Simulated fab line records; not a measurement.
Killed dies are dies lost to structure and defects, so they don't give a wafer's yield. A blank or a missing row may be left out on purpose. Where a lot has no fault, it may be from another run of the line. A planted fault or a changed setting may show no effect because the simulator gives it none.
fab line records ; flow nand-harc
record: lots: 6; wafers: 18; last-day: 24
route steps=1159 shown A_ONON_D1@432 END@1159
lots that met no fault: from a run of the same line without faults
start-h: start of the lot's first displayed wafer, in hours after the record's first day ; wait-h: hours since the lot's step before ; " same as the row above ; L1.1+2: several wafers, shown together as one row ; - no value, or no start was given ; * or withheld: withheld ; < > ~ a bound
route shown NAME@n: NAME is a module with steps in the file, n the number in the route of the first one ; usual: mean/standard deviation taken from wafers without a fault ; same: alike in all rows ; chamber/n: place in a boat ; sites: the reading at each site ; _std_site: the values' standard deviation ; _edge_site: mean of outer sites minus mean of inner sites ; radius-mm: for every site, how far away it sits from the centre of the wafer ; mask NAME#n: copy n ; behind: tool/chamber where the wafer was last shaped ; hold: reason for holding the lot/hours on hold/outcome of the hold ; device: names the non-switching transistor (n, p or np) ; end of line: tests run on the same wafers once the route is complete ; a step without rows: its recipe alone ; killed: the dies lost at the first sort to structure and to defects; this is not the yield of the wafer ; map: the dies of a wafer, with x for killed, . for not killed, _ for no die there
set.NAME: the setting the step ran with; set.NAME@STEP: the setting that earlier step ran with ; model.NAME: the simulator's own value behind a step, which no gauge read
lots at selected steps of the route; one table per step, one row per wafer
services: a tool's chamber out of use, with start hour (start-h, from the record's first day; less than 0 if before it), hours out, and reason
== steps ==
step: NHARC_A_ONON_D1_DEP_12
recipe: target-thk-a: 10000; n2-flow-sccm: 2750; n2o-flow-sccm: 2000; nh3-flow-sccm: 500; sih4-flow-sccm: 210; temp-c: 400
step: NHARC_A_ONON_D1_THK_MEAS_14
recipe: thk-meas-gauge: ellipsometry
usual: thk-nm: 1001/7.6
lot.wafer;tool;chamber;start-h;wait-h;thk-nm
L569.2;film-metro-02;-;178.02;-;1004
L569.4;film-metro-02;-;178.02;-;1005
L569.6;film-metro-02;-;178.02;-;1005
L571.1;film-metro-02;-;187.16;-;997
L571.2;film-metro-02;-;187.16;-;997
L571.5;film-metro-02;-;187.16;-;997
L576.3;film-metro-01;-;217.78;-;995
L576.4;film-metro-01;-;217.78;-;995
L576.6;film-metro-01;-;217.78;-;994
L578.1;film-metro-02;-;253.19;-;994
L578.3;film-metro-02;-;253.19;-;995
L578.4;film-metro-02;-;253.19;-;995
L579.2;film-metro-02;-;253.41;-;1011
L579.4;film-metro-02;-;253.41;-;1012
L579.6;film-metro-02;-;253.41;-;1013
L589.4;film-metro-01;-;288.47;-;1003
L589.5;film-metro-01;-;288.47;-;1002
L589.6;film-metro-01;-;288.47;-;1002
step: NHARC_A_ONON_D1_ANNEAL_15
recipe: temp-c: 750; time-s: 3600
step: NHARC_A_ONON_D1_DEP_16
recipe: target-thk-a: 10000; n2-flow-sccm: 2750; n2o-flow-sccm: 2000; nh3-flow-sccm: 500; sih4-flow-sccm: 210; temp-c: 400
step: NHARC_A_ONON_D1_THK_MEAS_18
recipe: thk-meas-gauge: ellipsometry
usual: thk-nm: 997/9.7
lot.wafer;tool;chamber;start-h;wait-h;thk-nm
L569.2;film-metro-01;-;185.09;-;996
L569.4;film-metro-01;-;185.09;-;995
L569.6;film-metro-01;-;185.09;-;995
L571.1;film-metro-01;-;194.33;-;1010
L571.2;film-metro-01;-;194.33;-;1011
L571.5;film-metro-01;-;194.33;-;1012
L576.3;film-metro-02;-;225.70;-;983
L576.4;film-metro-02;-;225.70;-;984
L576.6;film-metro-02;-;225.70;-;983
L578.1;film-metro-01;-;260.15;-;992
L578.3;film-metro-01;-;260.15;-;990
L578.4;film-metro-01;-;260.15;-;991
L579.2;film-metro-02;-;260.36;-;1000
L579.4;film-metro-02;-;260.36;-;999
L579.6;film-metro-02;-;260.36;-;999
L589.4;film-metro-02;-;295.55;-;1014
L589.5;film-metro-02;-;295.55;-;1013
L589.6;film-metro-02;-;295.55;-;1014
step: NHARC_A_ONON_D1_DEP_19
recipe: target-thk-a: 10000; n2-flow-sccm: 2750; n2o-flow-sccm: 2000; nh3-flow-sccm: 500; sih4-flow-sccm: 210; temp-c: 400
step: NHARC_A_ONON_D1_THK_MEAS_21
recipe: thk-meas-gauge: ellipsometry
usual: thk-nm: 1001/9.2
lot.wafer;tool;chamber;start-h;wait-h;thk-nm
L569.2;film-metro-02;-;185.79;-;996
L569.4;film-metro-02;-;185.79;-;995
L569.6;film-metro-02;-;185.79;-;994
L571.1;film-metro-01;-;194.89;-;990
L571.2;film-metro-01;-;194.89;-;990
L571.5;film-metro-01;-;194.89;-;990
L576.3;film-metro-01;-;226.26;-;988
L576.4;film-metro-01;-;226.26;-;990
L576.6;film-metro-01;-;226.26;-;989
L578.1;film-metro-01;-;261.14;-;999
L578.3;film-metro-01;-;261.14;-;999
L578.4;film-metro-01;-;261.14;-;998
L579.2;film-metro-01;-;261.20;-;994
L579.4;film-metro-01;-;261.20;-;994
L579.6;film-metro-01;-;261.20;-;992
L589.4;film-metro-01;-;296.25;-;991
L589.5;film-metro-01;-;296.25;-;994
L589.6;film-metro-01;-;296.25;-;992
step: NHARC_A_ONON_D1_DEP_22
recipe: target-thk-a: 10000; n2-flow-sccm: 2750; n2o-flow-sccm: 2000; nh3-flow-sccm: 500; sih4-flow-sccm: 210; temp-c: 400
step: NHARC_A_ONON_D1_THK_MEAS_24
recipe: thk-meas-gauge: ellipsometry
usual: thk-nm: 998/9.5
lot.wafer;tool;chamber;start-h;wait-h;thk-nm
L569.2;film-metro-01;-;186.38;-;1002
L569.4;film-metro-01;-;186.38;-;1003
L569.6;film-metro-01;-;186.38;-;1002
L571.1;film-metro-01;-;195.45;-;1004
L571.2;film-metro-01;-;195.45;-;1003
L571.5;film-metro-01;-;195.45;-;1005
L576.3;film-metro-02;-;226.83;-;1009
L576.4;film-metro-02;-;226.83;-;1007
L576.6;film-metro-02;-;226.83;-;1009
L578.1;film-metro-02;-;262.13;-;988
L578.3;film-metro-02;-;262.13;-;989
L578.4;film-metro-02;-;262.13;-;988
L579.2;film-metro-02;-;262.19;-;1011
L579.4;film-metro-02;-;262.19;-;1014
L579.6;film-metro-02;-;262.19;-;1013
L589.4;film-metro-01;-;296.95;-;1003
L589.5;film-metro-01;-;296.95;-;1002
L589.6;film-metro-01;-;296.95;-;1001
step: NHARC_A_ONON_D1_DEP_25
recipe: target-thk-a: 10000; n2-flow-sccm: 2750; n2o-flow-sccm: 2000; nh3-flow-sccm: 500; sih4-flow-sccm: 210; temp-c: 400
step: NHARC_A_ONON_D1_THK_MEAS_27
recipe: thk-meas-gauge: ellipsometry
usual: thk-nm: 1000/9.5
lot.wafer;tool;chamber;start-h;wait-h;thk-nm
L569.2;film-metro-02;-;186.95;-;1011
L569.4;film-metro-02;-;186.95;-;1011
L569.6;film-metro-02;-;186.95;-;1012
L571.1;film-metro-02;-;196.02;-;1021
L571.2;film-metro-02;-;196.02;-;1023
L571.5;film-metro-02;-;196.02;-;1022
L576.3;film-metro-02;-;227.40;-;994
L576.4;film-metro-02;-;227.40;-;995
L576.6;film-metro-02;-;227.40;-;995
L578.1;film-metro-01;-;262.69;-;1017
L578.3;film-metro-01;-;262.69;-;1018
L578.4;film-metro-01;-;262.69;-;1018
L579.2;film-metro-01;-;262.76;-;986
L579.4;film-metro-01;-;262.76;-;987
L579.6;film-metro-01;-;262.76;-;986
L589.4;film-metro-02;-;297.65;-;991
L589.5;film-metro-02;-;297.65;-;991
L589.6;film-metro-02;-;297.65;-;993
step: NHARC_A_ONON_D1_DEP_28
recipe: target-thk-a: 10000; n2-flow-sccm: 2750; n2o-flow-sccm: 2000; nh3-flow-sccm: 500; sih4-flow-sccm: 210; temp-c: 400
lot.wafer;tool;chamber;start-h;wait-h
L569.2+4+6;pecvd-onon-01;0;187.07;0.1
L571.1+2+5;pecvd-onon-02;0;196.08;0.1
L576.3+4+6;pecvd-onon-01;0;227.57;0.2
L578.1+3+4;pecvd-onon-01;0;262.74;0.1
L579.2+4+6;pecvd-onon-02;0;262.87;0.1
L589.4+5+6;pecvd-onon-03;0;298.01;0.4
step: NHARC_A_ONON_D1_THK_MEAS_30
recipe: thk-meas-gauge: ellipsometry
usual: thk-nm: 1002/12
lot.wafer;tool;chamber;start-h;wait-h;thk-nm
L569.2;film-metro-01;-;187.52;-;999
L569.4;film-metro-01;-;187.52;-;1000
L569.6;film-metro-01;-;187.52;-;999
L571.1;film-metro-01;-;196.59;-;1018
L571.2;film-metro-01;-;196.59;-;1016
L571.5;film-metro-01;-;196.59;-;1017
L576.3;film-metro-02;-;227.96;-;1012
L576.4;film-metro-02;-;227.96;-;1013
L576.6;film-metro-02;-;227.96;-;755
L578.1;film-metro-01;-;263.26;-;746
L578.3;film-metro-01;-;263.26;-;1005
L578.4;film-metro-01;-;263.26;-;1005
L579.2;film-metro-01;-;263.33;-;990
L579.4;film-metro-01;-;263.33;-;991
L579.6;film-metro-01;-;263.33;-;991
L589.4;film-metro-02;-;298.36;-;999
L589.5;film-metro-02;-;298.36;-;997
L589.6;film-metro-02;-;298.36;-;1001
step: NHARC_A_ONON_D1_DEP_33
recipe: target-thk-a: 2000; temp-c: 400; pressure-torr: 6.5; rf-w: 900; teos-flow-sccm: 161.4; flow-sccm: 2650; target-thk-nm: 200; gas: O2; material: SiO2
usual: heater-power-w: 547/85; throttle-valve-pct: 15.9/0.61
lot.wafer;tool;chamber;start-h;wait-h;heater-power-w;throttle-valve-pct
L569.2;pecvd-02;1;187.62;0.1;499;15.5
L569.6;pecvd-02;1;187.62;0.1;509;15.3
L569.4;pecvd-02;2;187.62;0.1;504;16.0
L571.1;pecvd-02;2;196.65;0.1;500;16.0
L571.2;pecvd-02;1;196.65;0.1;475;15.3
L571.5;pecvd-02;0;196.65;0.1;650;16.0
L576.3;pecvd-03;0;228.02;0.1;440;16.0
L576.4;pecvd-03;0;228.02;0.1;455;16.3
L576.6;pecvd-03;2;228.02;0.1;601;16.6
L578.1;pecvd-02;2;263.33;0.1;579;16.0
L578.3;pecvd-02;1;263.33;0.1;518;15.1
L578.4;pecvd-02;2;263.33;0.1;420;16.0
L579.2;pecvd-04;2;263.43;0.1;573;16.7
L579.4;pecvd-04;2;263.43;0.1;572;16.8
L579.6;pecvd-04;0;263.43;0.1;560;14.9
L589.6;pecvd-04;0;298.55;0.2;549;15.3
L589.4;pecvd-04;1;298.55;0.2;421;14.9
L589.5;pecvd-04;2;298.55;0.2;616;16.7
step: NHARC_END_SORT_01
recipe: temp-c: 25
usual: killed-at-array: 29/10; killed-at-other: 0.7/1.1; killed-at-periphery: 3.3/2.4; killed-dies: 33/11; killed-open: 3.3/2; killed-short: 1.9/1.3
same: gross-dies: 677
lot.wafer;tool;chamber;start-h;wait-h;killed-at-array;killed-at-other;killed-at-periphery;killed-dies;killed-open;killed-short
L576.6;prober-02;0;502.16;4.1;674;0;3;677;1;2
L578.1;prober-01;0;549.56;2.5;673;0;4;677;6;2
killed by level:class
L576.6 A_ONON_D1:area-dep=660 A_WL_FILL:chamber-film-flake=6 A_CHANNEL_HOLE_D1:chamber-film-flake=4 A_CONTACT:chamber-film-flake=2 P_GATE:geometric-particle:short=1 P_CONTACT:geometric-particle:open=1 A_M0:geometric-particle:short=1 P_ZERO_WELL:chamber-film-flake=1
L578.1 A_ONON_D1:area-dep=638 A_CHANNEL_HOLE_D1:chamber-film-flake=13 A_SLIT:chamber-film-flake=13 A_ONON_D1:geometric-particle:open=3 A_WL_FILL:geometric-particle:short=2 P_M0:geometric-particle:open=1 A_CHANNEL_FILL_D1:geometric-particle:open=1 A_M1:geometric-particle:open=1
map L576.6 (x killed, . not)
____________x____________
_________xxxxxxx_________
_______xxxxxxxxxxx_______
______xxxxxxxxxxxxx______
_____xxxxxxxxxxxxxxx_____
____xxxxxxxxxxxxxxxxx____
____xxxxxxxxxxxxxxxxx____
___xxxxxxxxxxxxxxxxxxx___
___xxxxxxxxxxxxxxxxxxx___
__xxxxxxxxxxxxxxxxxxxxx__
__xxxxxxxxxxxxxxxxxxxxx__
_xxxxxxxxxxxxxxxxxxxxxxx_
_xxxxxxxxxxxxxxxxxxxxxxx_
_xxxxxxxxxxxxxxxxxxxxxxx_
_xxxxxxxxxxxxxxxxxxxxxxx_
_xxxxxxxxxxxxxxxxxxxxxxx_
xxxxxxxxxxxxxxxxxxxxxxxxx
xxxxxxxxxxxxxxxxxxxxxxxxx
xxxxxxxxxxxxxxxxxxxxxxxxx
xxxxxxxxxxxxxxxxxxxxxxxxx
xxxxxxxxxxxxxxxxxxxxxxxxx
_xxxxxxxxxxxxxxxxxxxxxxx_
_xxxxxxxxxxxxxxxxxxxxxxx_
_xxxxxxxxxxxxxxxxxxxxxxx_
_xxxxxxxxxxxxxxxxxxxxxxx_
_xxxxxxxxxxxxxxxxxxxxxxx_
__xxxxxxxxxxxxxxxxxxxxx__
__xxxxxxxxxxxxxxxxxxxxx__
___xxxxxxxxxxxxxxxxxxx___
___xxxxxxxxxxxxxxxxxxx___
____xxxxxxxxxxxxxxxxx____
____xxxxxxxxxxxxxxxxx____
_____xxxxxxxxxxxxxxx_____
______xxxxxxxxxxxxx______
_______xxxxxxxxxxx_______
_________xxxxxxx_________
____________x____________
map L578.1 (x killed, . not)
____________x____________
_________xxxxxxx_________
_______xxxxxxxxxxx_______
______xxxxxxxxxxxxx______
_____xxxxxxxxxxxxxxx_____
____xxxxxxxxxxxxxxxxx____
____xxxxxxxxxxxxxxxxx____
___xxxxxxxxxxxxxxxxxxx___
___xxxxxxxxxxxxxxxxxxx___
__xxxxxxxxxxxxxxxxxxxxx__
__xxxxxxxxxxxxxxxxxxxxx__
_xxxxxxxxxxxxxxxxxxxxxxx_
_xxxxxxxxxxxxxxxxxxxxxxx_
_xxxxxxxxxxxxxxxxxxxxxxx_
_xxxxxxxxxxxxxxxxxxxxxxx_
_xxxxxxxxxxxxxxxxxxxxxxx_
xxxxxxxxxxxxxxxxxxxxxxxxx
xxxxxxxxxxxxxxxxxxxxxxxxx
xxxxxxxxxxxxxxxxxxxxxxxxx
xxxxxxxxxxxxxxxxxxxxxxxxx
xxxxxxxxxxxxxxxxxxxxxxxxx
_xxxxxxxxxxxxxxxxxxxxxxx_
_xxxxxxxxxxxxxxxxxxxxxxx_
_xxxxxxxxxxxxxxxxxxxxxxx_
_xxxxxxxxxxxxxxxxxxxxxxx_
_xxxxxxxxxxxxxxxxxxxxxxx_
__xxxxxxxxxxxxxxxxxxxxx__
__xxxxxxxxxxxxxxxxxxxxx__
___xxxxxxxxxxxxxxxxxxx___
___xxxxxxxxxxxxxxxxxxx___
____xxxxxxxxxxxxxxxxx____
____xxxxxxxxxxxxxxxxx____
_____xxxxxxxxxxxxxxx_____
______xxxxxxxxxxxxx______
_______xxxxxxxxxxx_______
_________xxxxxxx_________
____________x____________
== services ==
tool;chamber;start-h;hours;kind
pecvd-02;0;166.52;-;clean
pecvd-02;1;166.52;-;clean
pecvd-02;2;166.52;-;clean
pecvd-04;-;195.00;13.0;pm
pecvd-04;0;195.00;13.0;vent-cycle
pecvd-04;1;195.00;13.0;vent-cycle
pecvd-04;2;195.00;13.0;vent-cycle
pecvd-onon-01;-;195.29;13.0;pm
pecvd-02;1;197.95;8.0;repair
pecvd-04;0;208.00;-;clean
pecvd-04;1;208.00;-;clean
pecvd-04;2;208.00;-;clean
pecvd-02;-;232.55;0.5;repair
pecvd-02;-;238.09;0.9;repair
pecvd-02;-;246.98;1.1;repair
pecvd-03;-;292.15;13.0;pm
pecvd-03;0;292.15;13.0;vent-cycle
pecvd-03;1;292.15;13.0;vent-cycle
pecvd-03;2;292.15;13.0;vent-cycle
pecvd-onon-02;-;292.18;13.0;pm
== key ==
first-sign: step: NHARC_A_ONON_D1_THK_MEAS_30; reading: thk-nm; direction: down; sigmas: 21; usual: 1002; struck: 751
effect: step: NHARC_END_SORT_01; reading: killed-at-array; direction: up; sigmas: 63; usual: 29; struck: 674
more-kills-born-at: NHARC_A_ONON_D1_DEP_28@pecvd-onon-01: 1298
met-at NHARC_A_ONON_D1_DEP_28
struck-wafers L576.6,L578.1
later-rows-left-out L576.6,L578.1
tester-left-out L576,L578
onset-between 187.07 227.57
fault: kind: process-parameter-drift; tool: pecvd-onon-01; chamber: -; onset-h: 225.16; steps: NHARC_A_ONON_D1_DEP_28; channel: target-thk-a; offset: *; shape: step; end-h: 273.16; scope: struck-wafers-only; acts-in: *; stated: *
tester-left-out: of these lots the tester's yield and bins aren't shown, on N5 and GAA mostly nor the transistor test; their killed dies are dies lost to structure and defects alone, not to doping, threshold or leakage, so they don't give the yield
later-rows-left-out: the simulator's readings of these wafers behind a module that went badly wrong aren't trusted and aren't shown, but for the sort
